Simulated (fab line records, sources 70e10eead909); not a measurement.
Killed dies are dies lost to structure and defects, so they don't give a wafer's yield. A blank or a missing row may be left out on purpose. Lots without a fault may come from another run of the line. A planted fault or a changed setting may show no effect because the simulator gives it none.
fab line records | flow nand_harc
record lots=20 wafers=60 last_day=25
route steps=1159 shown A_CONTACT@942 A_BLC@974 A_M0@1009
lots that met no fault: from a run of the same line without faults
start_h: hours from the record's first day to the start of the lot's first wafer shown | wait_h: hours since the lot's step before | " the same as in the row above | L1.1+2: a row that stands for several wafers | - no value, or no start given | * or withheld: withheld | < > ~ a bound
route shown NAME@n: a module of which the file shows steps, and the number in the route of the first | usual: mean/standard deviation of fault-free wafers | same: alike in all rows | chamber/n: place in a boat | sites: the reading at each site | _std_site: their standard deviation | _edge_site: outer sites' mean less inner sites' | radius_mm: how far each site lies from the wafer's centre | mask NAME#n: copy n | behind: the tool/chamber that last shaped the wafer | hold: why the lot was held/for how many hours/how that ended | device: the transistor (n, p or np) that didn't switch | end of line: the same wafers' tests at the end of the route | a step without rows: its recipe alone | killed: dies lost to structure and defects at the first sort, not the wafer's yield | map: a wafer's dies, x killed, . not, _ none there
set.NAME: the setting as run; set.NAME@STEP: as run at that earlier step | model.NAME: the simulator's own value behind a step, which no gauge read
steps of the route over a sample of lots; a table a step, a row a wafer
services: from which hour (start_h, from the record's first day; less than 0 if before it) a tool's chamber was out of use, for how many hours, and why
## steps
# step NHARC_A_CONTACT_ETCH_31
# recipe target_depth_a=20000 over_etch_frac=0.3 time_s=520 ion_energy_ev=150 o2_flow_sccm=400 cos_flow_sccm=20 ar_flow_sccm=0 rf_w=500 bias_w=300 chemistry=O2/COS
# usual chamber_pressure_mTorr=20.001/0.019 drypump_motor_current_A=5.7/0.46 o2_flow_sccm=400.0/1.2 oes_product_au=0.995/0.01 rf_fwd_power_W=499.4/1.6 rf_vpp_V=314.6/2.6 showerhead_plenum_p_Torr=3.15/0.17 throttle_valve_pct=28.330/0.0094
# columns lot.wafer tool chamber start_h wait_h chamber_pressure_mTorr drypump_motor_current_A o2_flow_sccm oes_product_au rf_fwd_power_W rf_hours_counter_h rf_vpp_V showerhead_plenum_p_Torr throttle_valve_pct
L074.3 rie_diel-01 0 - - 19.975 5.8 397.7 0.989 498.0 23 316.3 3.36 28.321
L074.4 " 1 " " 20.021 5.2 400.0 0.989 500.9 22 317.2 3.33 28.337
L074.6 " 0 " " 20.001 5.8 397.2 0.990 499.2 - 317.2 3.36 28.320
L079.1 rie_diel-13 0 - - 20.007 6.1 398.4 0.989 499.8 26 312.2 2.99 28.345
L079.5 " 1 " " 19.981 5.9 399.8 0.993 498.9 - 315.0 3.25 28.316
L079.6 " 3 " " 20.008 4.8 399.6 0.992 498.8 - 310.1 2.89 28.332
L078.2 rie_diel-03 0 - - 20.018 5.7 399.5 0.994 497.2 0 313.4 3.17 28.336
L078.4 " 1 " " 20.028 5.7 402.0 1.008 497.8 0 313.9 3.02 28.324
L078.5 " 3 " " 19.971 5.6 399.7 1.020 496.1 - 313.9 3.07 28.334
L076.2 rie_diel-13 0 - - 20.027 6.1 399.2 0.989 496.4 27 311.7 2.99 28.319
L076.1 " 1 " " 19.999 5.9 399.5 1.007 498.0 27 314.9 3.25 28.326
L076.5 " 3 " " 20.013 4.8 398.8 0.986 498.0 - 310.3 2.89 28.328
L080.1 rie_diel-13 2 - - 20.027 5.8 398.3 1.005 501.6 25 311.5 2.90 28.334
L080.2 " 3 " " 20.002 4.8 402.4 0.983 500.8 26 309.5 2.88 28.317
L080.3 " 1 " " 19.967 5.9 401.8 0.996 497.5 29 317.5 3.25 28.333
L084.1 rie_diel-03 2 - - 19.976 5.5 401.8 1.011 497.8 13 315.4 3.18 28.330
L084.4 " 0 " " 20.016 5.7 400.6 0.987 499.3 14 314.7 3.16 28.318
L084.5 " 2 " " 19.978 5.5 399.5 1.013 500.3 - 315.5 3.18 28.333
L082.3 rie_diel-01 0 - - 20.021 5.8 400.7 0.993 498.9 37 317.3 3.35 28.326
L082.1 " 2 " " 20.050 6.3 399.8 0.973 498.2 38 316.7 3.27 28.319
L082.6 " 0 " " 19.993 5.8 400.4 0.981 500.9 - 317.8 3.35 28.321
L081.3 rie_diel-13 0 - - 20.025 6.1 400.8 0.984 501.8 34 312.6 2.98 28.345
L081.1 " 3 " " 20.036 4.8 399.9 0.994 499.0 31 309.5 2.88 28.318
L081.6 " 0 " " 20.013 6.1 401.3 0.989 500.4 - 312.7 2.98 28.319
L086.1 rie_diel-03 1 - - 19.976 5.7 399.7 1.008 500.7 23 311.6 3.01 28.338
L086.3 " 2 " " 20.022 5.5 401.2 1.015 498.8 22 314.5 3.17 28.338
L086.5 " 2 " " 19.977 5.5 401.0 1.014 499.5 - 314.4 3.17 28.327
L089.3 rie_diel-01 2 - - 19.983 6.3 399.2 0.989 498.8 45 316.7 3.27 28.320
L089.2 " 3 " " 20.007 5.1 399.8 0.975 498.2 47 316.6 3.23 28.352
L089.6 " 2 " " 20.004 6.3 398.0 0.990 499.0 - 317.0 3.27 28.324
L087.3 rie_diel-13 0 - - 20.016 6.1 398.1 0.998 499.5 0 312.6 2.98 28.350
L087.6 " 1 " " 20.014 5.9 399.0 0.989 499.5 - 316.2 3.25 28.331
L087.5 " 2 " " 19.999 5.8 401.0 1.007 499.4 - 318.2 3.37 28.320
L085.2 rie_diel-13 3 - - 19.986 4.8 399.4 0.991 499.6 1 317.8 3.37 28.317
L085.4 " 0 " " 19.984 6.1 400.8 0.978 500.8 1 310.9 2.98 28.328
L085.1 " 1 " " 19.987 5.9 399.8 0.983 495.3 1 315.8 3.25 28.323
L088.3 rie_diel-13 1 - - 19.997 5.9 399.5 0.986 498.3 3 314.9 3.25 28.319
L088.1 " 3 " " 20.014 4.8 399.0 1.000 499.5 3 315.8 3.37 28.331
L088.5 " 0 " " 19.980 6.1 399.5 0.997 498.7 - 312.3 2.98 28.333
L090.2 rie_diel-13 2 - - 20.022 5.9 400.0 0.984 499.1 3 317.3 3.37 28.319
L090.1 " 3 " " 19.996 4.8 400.9 0.997 498.7 3 317.6 3.37 28.339
L090.6 " 0 " " 20.004 6.1 401.3 0.999 499.2 - 312.9 2.98 28.332
L091.4 rie_diel-03 2 - - 20.011 5.5 400.4 1.016 498.5 30 314.7 3.17 28.340
L091.2 " 0 " " 19.991 5.7 403.7 0.986 498.7 28 314.9 3.15 28.313
L091.3 " 1 " " 20.033 5.6 399.8 1.003 502.4 31 311.1 3.00 28.325
L092.4 rie_diel-03 1 - - 20.002 5.6 399.5 0.998 499.1 43 312.8 3.00 28.334
L092.5 " 3 " " 19.997 5.6 400.8 1.002 499.7 - 313.4 3.05 28.334
L092.6 " 0 " " 19.998 5.7 400.6 0.991 496.0 - 315.1 3.15 28.331
L094.1 rie_diel-13 2 - - 20.000 5.8 400.7 0.991 498.1 8 319.5 3.37 28.324
L094.2 " 0 " " 19.986 6.1 398.6 0.991 499.8 9 312.7 2.98 28.325
L094.3 " 1 " " 20.002 5.9 398.2 0.988 497.4 10 317.8 3.24 28.336
L093.4 rie_diel-13 0 - - 19.996 6.1 400.1 0.990 501.7 10 312.1 2.98 28.330
L093.3 " 1 " " 20.006 5.9 400.4 0.984 498.3 10 315.5 3.24 28.318
L093.5 " 3 " " 19.974 4.8 402.1 0.996 500.4 - 318.2 3.37 28.339
L096.3 rie_diel-01 1 - - 19.958 5.2 397.6 1.010 496.8 4 317.4 3.31 28.337
L096.2 " 3 " " 19.994 5.0 399.9 0.991 501.4 5 315.8 3.21 28.334
L096.4 " 0 " " 20.026 5.8 401.5 0.969 500.6 4 317.2 3.34 28.331
L097.3 rie_diel-13 2 - - 19.968 5.8 399.1 0.977 499.8 14 316.7 3.37 28.334
L097.2 " 3 " " 20.014 4.8 401.0 1.000 499.2 13 319.1 3.37 28.333
L097.6 " 1 " " 20.029 5.9 400.1 0.976 502.4 - 316.6 3.24 28.332
# step NHARC_A_CONTACT_ETCH_98
# recipe target_depth_a=200 over_etch_frac=0.5 time_s=10 ion_energy_ev=250 c4f6_flow_sccm=25 o2_flow_sccm=20 ar_flow_sccm=500 rf_w=600 bias_w=500 chemistry=C4F6/O2
# usual chamber_pressure_mTorr=30.00/0.031 drypump_motor_current_A=5.7/0.45 o2_flow_sccm=20.00/0.062 oes_product_au=0.959/0.024 rf_fwd_power_W=586.1/2.8 rf_vpp_V=548/4.1 showerhead_plenum_p_Torr=3.99/0.2 throttle_valve_pct=26.904/0.0092
# columns lot.wafer tool chamber start_h wait_h chamber_pressure_mTorr drypump_motor_current_A o2_flow_sccm oes_product_au rf_fwd_power_W rf_hours_counter_h rf_vpp_V showerhead_plenum_p_Torr throttle_valve_pct
L074.3 rie_diel-13 0 401.66 0.1 29.98 6.1 20.03 0.953 586.1 26 544 3.76 26.905
L074.6 " 1 " " 29.99 5.9 19.99 0.959 582.0 - 550 4.08 26.893
L074.4 " 3 " " 30.02 4.8 20.05 0.944 587.0 - 542 3.64 26.886
L079.1 rie_diel-01 1 - - 29.99 5.2 19.99 0.945 592.2 23 551 4.17 26.912
L079.6 " 0 " " 29.97 5.8 20.02 0.945 587.4 - 552 4.21 26.893
L079.5 " 1 " " 30.05 5.2 19.97 0.941 590.8 - 552 4.17 26.887
L078.2 rie_diel-01 0 - - 30.02 5.9 20.04 0.993 584.8 24 553 4.21 26.899
L078.4 " 3 " " 30.03 5.0 19.93 0.984 587.4 24 551 4.06 26.892
L078.5 " 1 " " 30.10 5.2 20.09 1.003 591.3 - 552 4.17 26.902
L076.2 rie_diel-13 0 404.92 0.1 30.03 6.1 19.98 0.955 587.6 27 543 3.76 26.901
L076.1 " 3 " " 30.03 4.8 19.95 0.961 587.3 25 541 3.64 26.889
L076.5 " 0 " " 29.98 6.1 20.06 0.955 586.9 - 543 3.76 26.917
L080.1 rie_diel-13 0 - - 30.00 6.1 19.93 0.949 584.1 29 543 3.76 26.899
L080.3 " 2 " " 30.02 5.9 19.99 0.945 584.7 25 540 3.65 26.899
L080.2 " 3 " " 30.04 4.8 20.06 0.951 584.3 26 540 3.64 26.900
L084.4 rie_diel-13 2 - - 30.01 5.8 20.08 0.960 587.2 28 539 3.65 26.912
L084.1 " 0 " " 29.94 6.1 19.87 0.942 588.7 31 544 3.76 26.906
L084.5 " 1 " " 30.01 5.9 20.12 0.969 587.4 - 551 4.08 26.905
L082.3 rie_diel-03 0 - - 30.01 5.7 19.93 0.986 587.2 16 548 3.97 26.907
L082.1 " 2 " " 30.02 5.5 20.10 1.011 587.8 16 548 3.99 26.917
L082.6 " 3 " " 29.98 5.6 19.97 1.003 584.6 - 546 3.85 26.903
L081.3 rie_diel-03 0 448.07 0.1 29.97 5.7 20.03 0.923 582.6 17 548 3.97 26.890
L081.1 " 3 " " 30.00 5.6 20.05 0.952 589.3 16 545 3.85 26.908
L081.6 " 1 " " 30.05 5.6 19.94 0.962 590.8 - 546 3.79 26.912
L086.3 rie_diel-01 2 460.01 0.2 30.09 6.3 19.92 0.953 587.5 46 551 4.10 26.901
L086.1 " 0 " " 29.99 5.9 19.92 0.978 584.7 46 552 4.20 26.899
L086.5 " 0 " " 29.96 5.9 20.00 0.961 582.9 - 552 4.20 26.909
L089.2 rie_diel-03 1 - - 30.01 5.7 19.97 1.006 593.9 24 543 3.78 26.910
L089.3 " 2 " " 30.00 5.5 19.99 1.009 588.1 23 547 3.98 26.899
L089.6 " 1 " " 30.02 5.7 19.97 0.992 593.9 - 545 3.78 26.894
L087.3 rie_diel-13 1 - - 30.02 5.9 19.96 0.946 582.3 1 551 4.07 26.913
L087.5 " 3 " " 30.00 4.8 19.93 0.960 583.5 - 554 4.23 26.903
L087.6 " 0 " " 29.99 6.1 19.99 0.951 588.6 - 543 3.75 26.915
L085.4 rie_diel-13 0 - - 30.01 6.1 19.95 0.956 585.0 1 544 3.75 26.908
L085.2 " 2 " " 30.04 5.8 19.99 0.952 584.7 1 553 4.23 26.925
L085.1 " 3 " " 29.99 4.8 20.09 0.960 584.7 1 553 4.23 26.904
L088.1 rie_diel-13 1 - - 29.97 5.9 20.10 0.948 584.2 3 549 4.07 26.925
L088.3 " 2 " " 30.02 5.8 20.09 0.948 583.0 3 551 4.22 26.893
L088.5 " 1 " " 29.98 5.9 20.00 0.953 585.5 - 550 4.07 26.913
L090.1 rie_diel-13 3 - - 29.99 4.8 20.02 0.942 583.3 4 553 4.23 26.914
L090.2 " 0 " " 30.00 6.1 19.95 0.921 582.2 4 544 3.75 26.916
L090.6 " 2 " " 30.00 5.8 20.03 0.944 583.9 - 553 4.22 26.907
L091.4 rie_diel-13 0 - - 30.07 6.1 19.96 0.949 583.5 4 543 3.75 26.917
L091.3 " 1 " " 30.04 5.9 19.95 0.939 584.0 4 550 4.07 26.912
L091.2 " 3 " " 30.08 4.8 19.86 0.940 587.0 4 553 4.22 26.898
L092.4 rie_diel-13 3 - - 29.99 4.8 19.97 0.952 584.8 7 553 4.22 26.904
L092.5 " 2 " " 29.99 5.9 20.01 0.947 585.6 - 553 4.22 26.908
L092.6 " 3 " " 30.01 4.8 20.05 0.959 581.9 - 552 4.22 26.903
L094.1 rie_diel-03 3 - - 30.02 5.6 20.08 0.971 586.9 40 547 3.84 26.901
L094.2 " 0 " " 29.95 5.7 20.03 0.958 584.3 39 547 3.95 26.902
L094.3 " 1 " " 30.00 5.7 20.16 0.966 592.2 44 545 3.77 26.897
L093.3 rie_diel-01 1 - - 30.02 5.2 19.91 1.000 592.5 0 552 4.16 26.909
L093.4 " 0 " " 29.96 5.9 20.05 0.974 587.8 0 552 4.18 26.900
L093.5 " 1 " " 29.99 5.2 20.04 1.005 592.2 - 552 4.16 26.892
L096.4 rie_diel-01 3 - - 29.99 5.0 20.08 0.943 586.4 5 551 4.03 26.905
L096.3 " 0 " " 29.98 5.8 19.97 0.905 585.8 4 552 4.18 26.893
L096.2 " 1 " " 30.03 5.2 19.90 0.949 591.5 5 551 4.15 26.897
L097.2 rie_diel-13 3 - - 29.97 4.8 19.99 0.956 586.6 13 553 4.22 26.902
L097.3 " 0 " " 30.07 6.1 19.96 0.962 585.3 14 542 3.74 26.905
L097.6 " 1 " " 30.01 5.9 19.99 0.946 587.2 - 549 4.07 26.886
# step NHARC_A_CONTACT_CD_MEAS_15
# usual cd_nm=89.9/0.71
# columns lot.wafer tool chamber start_h wait_h cd_nm
L074.3 cd_sem-02 - 401.75 - 90.1
L074.4 " - " " 90.1
L074.6 " - " " 89.6
L079.1 cd_sem-02 - 402.62 - 90.5
L079.5 " - " " 90.3
L079.6 " - " " 90.2
L078.2 cd_sem-02 - 403.88 - 89.5
L078.4 " - " " 88.4
L078.5 " - " " 88.1
L076.1 cd_sem-02 - 405.00 - 91.1
L076.2 " - " " 90.5
L076.5 " - " " 90.5
L080.1 cd_sem-02 - 423.47 - 89.9
L080.2 " - " " 90.5
L080.3 " - " " 90.1
L084.1 cd_sem-03 - 439.05 - 90.0
L084.4 " - " " 89.9
L084.5 " - " " 90.0
L082.1 cd_sem-02 - 443.95 - 90.5
L082.3 " - " " 89.5
L082.6 " - " " 90.2
L081.1 cd_sem-01 - 448.15 - 90.7
L081.3 " - " " 89.9
L081.6 " - " " 89.2
L086.1 cd_sem-01 - 460.11 - 89.6
L086.3 " - " " 91.3
L086.5 " - " " 91.0
L089.2 cd_sem-02 - 460.84 - 88.7
L089.3 " - " " 90.2
L089.6 " - " " 89.3
L087.3 cd_sem-03 - 464.80 - 89.9
L087.5 " - " " 90.7
L087.6 " - " " 90.2
L085.1 cd_sem-03 - 465.97 - 91.0
L085.2 " - " " 90.7
L085.4 " - " " 90.5
L088.1 cd_sem-02 - 473.40 - 90.3
L088.3 " - " " 90.0
L088.5 " - " " 89.7
L090.1 cd_sem-02 - 476.78 - 90.5
L090.2 " - " " 89.7
L090.6 " - " " 89.9
L091.2 cd_sem-01 - 478.50 - 90.1
L091.3 " - " " 90.3
L091.4 " - " " 89.8
L092.4 cd_sem-03 - 504.81 - 90.7
L092.5 " - " " 89.9
L092.6 " - " " 90.2
L094.1 cd_sem-01 - 507.26 - 89.5
L094.2 " - " " 90.3
L094.3 " - " " 89.0
L093.3 cd_sem-02 - 510.55 - 89.7
L093.4 " - " " 89.8
L093.5 " - " " 88.6
L096.2 cd_sem-01 - 520.71 - 91.2
L096.3 " - " " 90.2
L096.4 " - " " 90.6
L097.2 cd_sem-03 - 539.75 - 89.4
L097.3 " - " " 88.4
L097.6 " - " " 89.1
# step NHARC_A_BLC_CD_MEAS_10
# recipe target_cd_nm=100 landing_energy_ev=500
# usual cd_nm=99.8/0.79
# columns lot.wafer tool chamber start_h wait_h cd_nm
L074.3 cd_sem-02 0 404.80 - 100.1
L074.4 " 0 " " 99.3
L074.6 " 0 " " 99.2
L079.1 cd_sem-03 0 405.73 - 99.7
L079.5 " 0 " " 99.9
L079.6 " 0 " " 99.7
L078.2 cd_sem-03 0 406.72 - 99.9
L078.4 " 0 " " 99.2
L078.5 " 0 " " 100.2
L076.1 cd_sem-02 0 408.06 - 100.0
L076.2 " 0 " " 100.2
L076.5 " 0 " " 100.4
L080.1 cd_sem-02 0 428.46 - 99.7
L080.2 " 0 " " 100.4
L080.3 " 0 " " 101.1
L084.1 cd_sem-01 0 444.22 - 100.2
L084.4 " 0 " " 101.0
L084.5 " 0 " " 99.5
L082.1 cd_sem-01 0 448.06 - 98.9
L082.3 " 0 " " 99.4
L082.6 " 0 " " 98.8
L081.1 cd_sem-03 0 451.00 - 99.4
L081.3 " 0 " " 101.9
L081.6 " 0 " " 100.2
L086.1 cd_sem-03 0 464.27 - 100.4
L086.3 " 0 " " 98.3
L086.5 " 0 " " 98.8
L089.2 cd_sem-02 0 464.43 - 100.2
L089.3 " 0 " " 99.1
L089.6 " 0 " " 99.7
L087.3 cd_sem-02 0 469.30 - 100.4
L087.5 " 0 " " 99.0
L087.6 " 0 " " 100.3
L085.1 cd_sem-03 0 470.18 - 100.1
L085.2 " 0 " " 101.0
L085.4 " 0 " " 99.4
L088.1 cd_sem-01 0 476.73 - 98.7
L088.3 " 0 " " 98.2
L088.5 " 0 " " 99.9
L090.1 cd_sem-02 0 481.89 - 99.9
L090.2 " 0 " " 99.5
L090.6 " 0 " " 101.3
L091.2 cd_sem-01 0 491.64 - 98.7
L091.3 " 0 " " 100.5
L091.4 " 0 " " 99.4
L092.4 cd_sem-03 0 509.70 - 100.5
L092.5 " 0 " " 99.9
L092.6 " 0 " " 99.4
L094.1 cd_sem-03 0 510.10 - 100.3
L094.2 " 0 " " 100.4
L094.3 " 0 " " 102.0
L093.3 cd_sem-03 0 519.32 - 98.3
L093.4 " 0 " " 100.2
L093.5 " 0 " " 98.9
L096.2 cd_sem-03 0 528.19 - 100.3
L096.3 " 0 " " 100.8
L096.4 " 0 " " 99.5
L097.2 cd_sem-02 0 543.80 - 100.1
L097.3 " 0 " " 100.4
L097.6 " 0 " " 100.9
# step NHARC_A_BLC_DESCUM_15
# recipe time_s=3 o2_flow_sccm=200 ar_flow_sccm=0 bias_power_w=0 chemistry=O2
# usual chamber_pressure_mTorr=60.00/0.053 drypump_motor_current_A=5.7/0.54 o2_flow_sccm=200.1/0.61 oes_product_au=1.005/0.014 rf_vpp_V=57.7/0.83 showerhead_plenum_p_Torr=1.89/0.084 throttle_valve_pct=11.311/0.0097
# same bias_power_w=0
# columns lot.wafer tool chamber start_h wait_h chamber_pressure_mTorr drypump_motor_current_A o2_flow_sccm oes_product_au rf_hours_counter_h rf_vpp_V showerhead_plenum_p_Torr throttle_valve_pct
L074.4 rie_diel-06 1 404.98 0.1 60.00 5.7 199.2 0.991 15 58.5 1.96 11.297
L074.3 " 2 " " 60.00 6.5 199.5 1.018 14 57.3 1.79 11.315
L074.6 " 1 " " 59.96 5.6 200.1 0.997 - 58.7 1.96 11.315
L079.1 rie_diel-06 0 405.94 0.1 59.95 5.0 200.8 1.009 15 56.6 1.80 11.310
L079.6 " 1 " " 60.04 5.7 199.6 0.998 - 56.7 1.96 11.300
L079.5 " 2 " " 60.05 6.5 199.7 1.026 - 57.2 1.79 11.300
L078.4 rie_diel-06 3 406.91 0.1 59.99 5.2 201.8 1.001 14 57.9 1.99 11.319
L078.2 " 0 " " 60.00 5.0 199.8 1.010 16 58.2 1.80 11.327
L078.5 " 2 " " 60.07 6.6 199.3 1.023 - 59.0 1.79 11.309
L076.2 rie_diel-08 0 408.25 0.1 60.07 6.2 200.2 1.015 34 58.0 1.90 11.308
L076.1 " 3 " " 60.00 6.5 200.1 1.021 33 58.7 1.81 11.296
L076.5 " 0 " " 60.09 6.2 200.9 1.022 - 58.5 1.90 11.298
L080.3 rie_diel-06 0 428.66 0.1 59.95 5.0 199.2 1.009 0 55.9 1.80 11.295
L080.1 " 1 " " 60.03 5.7 200.4 0.977 0 59.2 1.96 11.312
L080.2 " 2 " " 60.04 6.5 200.1 1.028 0 57.9 1.79 11.306
L084.1 rie_diel-09 3 444.41 0.1 60.02 5.8 200.0 1.005 0 57.0 1.81 11.315
L084.4 " 1 " " 59.97 6.3 198.7 1.005 0 57.8 1.94 11.313
L084.5 " 3 " " 60.04 5.8 200.6 1.015 - 59.2 1.81 11.317
L082.1 rie_diel-06 1 448.26 0.1 59.91 5.6 199.3 0.990 2 57.0 1.96 11.308
L082.3 " 0 " " 60.02 5.0 199.8 1.001 2 58.3 1.80 11.318
L082.6 " 2 " " 60.02 6.5 200.2 1.036 - 56.3 1.79 11.315
L081.3 rie_diel-09 0 451.20 0.1 60.07 5.3 201.0 0.986 1 57.0 2.00 11.315
L081.1 " 1 " " 59.95 6.3 199.8 1.006 1 57.7 1.94 11.307
L081.6 " 3 " " 60.03 5.8 199.6 1.007 - 57.3 1.81 11.316
L086.3 rie_diel-06 3 464.47 0.1 59.95 5.2 200.2 1.007 3 56.5 1.99 11.307
L086.1 " 1 " " 59.98 5.7 199.7 0.988 3 58.7 1.96 11.315
L086.5 " 2 " " 59.97 6.6 201.7 1.017 - 57.8 1.79 11.316
L089.3 rie_diel-06 0 464.69 0.1 60.01 5.0 200.2 0.990 3 56.1 1.80 11.289
L089.2 " 1 " " 59.96 5.6 199.5 1.000 3 57.4 1.96 11.302
L089.6 " 3 " " 60.12 5.2 200.4 1.007 - 58.6 1.99 11.305
L087.3 rie_diel-06 0 469.48 0.1 60.05 5.0 200.6 1.004 3 57.1 1.80 11.316
L087.6 " 0 " " 59.95 5.0 199.6 0.997 - 58.3 1.80 11.305
L087.5 " 1 " " 59.99 5.7 201.2 0.992 - 58.1 1.96 11.308
L085.2 rie_diel-08 1 470.36 0.1 59.98 6.1 199.2 0.989 58 58.5 1.83 11.307
L085.4 " 2 " " 59.98 6.2 200.0 1.013 59 57.5 1.93 11.299
L085.1 " 0 " " 59.97 6.2 199.8 1.016 57 57.7 1.89 11.291
L088.1 rie_diel-09 2 476.94 0.1 59.99 5.5 201.4 1.011 3 57.4 1.91 11.291
L088.3 " 0 " " 59.99 5.3 201.1 0.995 4 59.3 2.00 11.314
L088.5 " 1 " " 60.07 6.3 200.5 1.012 - 58.6 1.94 11.312
L090.2 rie_diel-06 3 482.08 0.1 59.92 5.2 199.8 0.991 4 57.7 1.99 11.329
L090.1 " 0 " " 60.10 5.0 200.4 0.994 5 57.5 1.80 11.324
L090.6 " 3 " " 60.03 5.2 200.9 0.993 - 57.5 1.99 11.293
L091.3 rie_diel-09 0 491.85 0.1 59.94 5.4 200.4 0.998 6 58.6 2.00 11.312
L091.2 " 1 " " 59.94 6.3 200.2 1.008 5 57.9 1.94 11.307
L091.4 " 2 " " 60.04 5.6 200.5 1.010 5 57.8 1.91 11.292
L092.4 rie_diel-09 3 509.89 0.1 60.12 5.8 200.3 1.011 8 57.7 1.81 11.319
L092.6 " 2 " " 60.04 5.5 200.3 1.016 - 57.3 1.91 11.295
L092.5 " 3 " " 59.98 5.8 199.9 1.005 - 56.9 1.81 11.315
L094.1 rie_diel-06 2 510.30 0.1 59.94 6.6 199.7 1.030 9 58.0 1.79 11.307
L094.2 " 3 " " 59.89 5.2 199.0 1.009 6 58.0 1.99 11.307
L094.3 " 0 " " 59.98 5.0 200.4 1.001 7 57.7 1.80 11.315
L093.3 rie_diel-06 1 519.50 0.1 60.11 5.7 199.3 0.980 9 58.0 1.96 11.307
L093.4 " 0 " " 60.06 5.0 200.7 1.002 9 57.8 1.80 11.303
L093.5 " 2 " " 59.95 6.5 200.4 1.029 - 56.8 1.79 11.314
L096.4 rie_diel-08 0 528.38 0.1 60.05 6.2 199.8 1.002 14 57.7 1.89 11.307
L096.3 " 2 " " 60.00 6.3 200.5 1.014 14 58.1 1.92 11.297
L096.2 " 3 " " 59.91 6.5 200.9 1.017 15 56.6 1.80 11.298
L097.3 rie_diel-06 0 544.00 0.1 59.97 5.0 199.8 1.008 11 57.1 1.80 11.307
L097.2 " 1 " " 60.02 5.7 199.9 0.990 11 58.8 1.96 11.323
L097.6 " 0 " " 59.96 5.0 200.1 0.998 - 57.4 1.80 11.327
# step NHARC_A_M0_ETCH_15
# recipe target_depth_a=1500 overetch_a=150 time_s=82.5 c4f8_flow_sccm=withheld ar_flow_sccm=400 rf_w=600 bias_w=300 chemistry=C4F8/Ar
# usual chamber_pressure_mTorr=24.999/0.022 oes_product_au=0.951/0.027 rf_fwd_power_W=595.4/2.1 rf_vpp_V=439.9/2
# columns lot.wafer tool chamber start_h wait_h chamber_pressure_mTorr oes_product_au rf_fwd_power_W rf_hours_counter_h rf_vpp_V
L074.3 rie_diel-11 3 - - 24.998 0.996 596.1 2 438.0
L074.4 " 0 " " 24.997 0.947 596.2 2 441.1
L074.6 " 2 " " 25.027 0.986 594.6 - 440.4
L079.1 rie_diel-04 1 - - 25.026 0.944 595.5 8 438.6
L079.6 " 2 " " 25.009 0.917 592.3 - 444.8
L079.5 " 3 " " 24.981 0.924 598.1 - 437.9
L078.2 rie_diel-04 2 - - 24.999 0.955 597.2 9 446.0
L078.4 " 1 " " 24.980 0.985 596.5 8 438.0
L078.5 " 2 " " 25.006 0.947 597.9 - 445.6
L076.2 rie_diel-04 0 - - 25.023 0.916 596.9 8 438.7
L076.1 " 1 " " 24.982 0.941 596.6 8 437.4
L076.5 " 1 " " 24.990 0.952 595.0 - 436.3
L080.2 rie_diel-11 0 - - 25.025 0.947 598.2 4 440.6
L080.3 " 2 " " 24.988 0.964 591.7 4 441.4
L080.1 " 3 " " 24.974 0.966 594.5 4 439.3
L084.1 rie_diel-11 1 - - 25.004 0.940 592.4 6 439.1
L084.4 " 0 " " 24.988 0.915 597.9 6 442.4
L084.5 " 1 " " 25.003 0.940 593.4 - 439.0
L082.3 rie_diel-04 1 - - 24.995 0.981 591.6 11 437.4
L082.1 " 2 " " 24.997 0.982 595.5 12 444.6
L082.6 " 1 " " 25.040 0.978 592.6 - 439.3
L081.1 rie_diel-04 0 - - 25.024 0.916 594.2 11 439.6
L081.3 " 1 " " 24.986 0.947 593.6 11 438.1
L081.6 " 1 " " 25.019 0.944 592.8 - 437.4
L086.1 rie_diel-07 0 - - 24.962 0.979 596.5 3 440.3
L086.3 " 1 " " 25.017 0.952 593.9 3 437.9
L086.5 " 0 " " 24.990 0.971 595.9 - 440.7
L089.2 rie_diel-07 1 - - 25.044 0.935 595.6 3 439.5
L089.3 " 3 " " 25.041 0.964 597.5 3 440.7
L089.6 " 1 " " 24.974 0.935 597.0 - 438.4
L087.3 rie_diel-11 2 - - 25.027 0.923 593.0 7 439.4
L087.5 " 0 " " 25.019 0.899 598.2 - 441.5
L087.6 " 1 " " 25.058 0.935 592.2 - 437.3
L085.1 rie_diel-11 0 - - 24.984 0.922 600.6 7 440.8
L085.4 " 1 " " 24.998 0.965 594.4 7 439.1
L085.2 " 3 " " 24.939 0.984 593.3 7 438.9
L088.1 rie_diel-11 3 - - 24.994 0.944 595.1 8 439.2
L088.3 " 0 " " 24.987 0.890 594.7 8 441.7
L088.5 " 1 " " 24.990 0.941 593.2 - 437.6
L090.2 rie_diel-07 1 - - 24.996 0.963 595.9 5 439.8
L090.1 " 3 " " 25.018 0.942 595.6 5 440.2
L090.6 " 0 " " 25.025 0.988 598.3 - 439.9
L091.3 rie_diel-11 2 - - 25.019 0.946 592.7 9 439.8
L091.4 " 3 " " 24.995 0.974 592.5 9 439.9
L091.2 " 0 " " 24.981 0.929 595.4 9 442.9
L092.4 rie_diel-11 0 - - 24.965 0.903 599.7 10 441.3
L092.6 " 2 " " 25.018 0.914 593.6 - 438.9
L092.5 " 3 " " 25.011 0.944 592.5 - 436.7
L094.3 rie_diel-07 2 - - 24.952 0.970 596.5 8 441.2
L094.1 " 0 " " 24.984 0.995 595.9 7 440.8
L094.2 " 1 " " 24.965 0.973 594.3 7 437.9
L093.3 rie_diel-04 0 - - 25.028 0.951 597.6 4 440.4
L093.4 " 3 " " 24.989 0.983 595.1 4 436.1
L093.5 " 1 " " 24.977 0.955 596.3 - 436.6
L096.4 rie_diel-11 3 - - 25.009 0.932 595.4 11 438.3
L096.3 " 0 " " 24.992 0.908 596.4 11 441.5
L096.2 " 2 " " 25.000 0.915 595.1 11 440.7
L097.3 rie_diel-11 3 - - 24.963 1.008 593.8 0 439.2
L097.2 " 1 " " 24.978 0.960 594.8 0 438.9
L097.6 " 3 " " 25.014 1.011 596.4 - 439.0
## services
# columns tool chamber start_h hours kind
rie_diel-09 - 376.93 1.6 repair
rie_diel-09 1 387.03 26.8 repair
rie_diel-03 - 392.35 9.0 pm
rie_diel-09 0 394.11 5.0 repair
rie_diel-09 2 396.33 6.0 repair
rie_diel-07 - 405.23 9.0 pm
rie_diel-13 3 413.15 4.2 repair
rie_diel-04 1 415.73 2.4 repair
rie_diel-09 2 416.30 11.9 repair
rie_diel-06 - 418.20 9.0 pm
rie_diel-09 - 431.44 9.0 pm
rie_diel-01 1 438.06 36.6 repair
rie_diel-03 0 446.08 1.9 repair
rie_diel-13 - 453.23 9.0 pm
rie_diel-04 - 465.90 9.0 pm
rie_diel-06 3 466.68 15.0 repair
rie_diel-01 - 487.43 0.3 repair
rie_diel-01 - 500.45 9.0 pm
rie_diel-09 0 502.48 2.6 repair
rie_diel-09 - 515.30 0.3 repair
rie_diel-09 1 521.32 3.0 repair
rie_diel-09 3 528.28 3.9 repair
rie_diel-11 - 543.60 9.0 pm
rie_diel-06 2 547.29 5.6 repair
## key
fault none
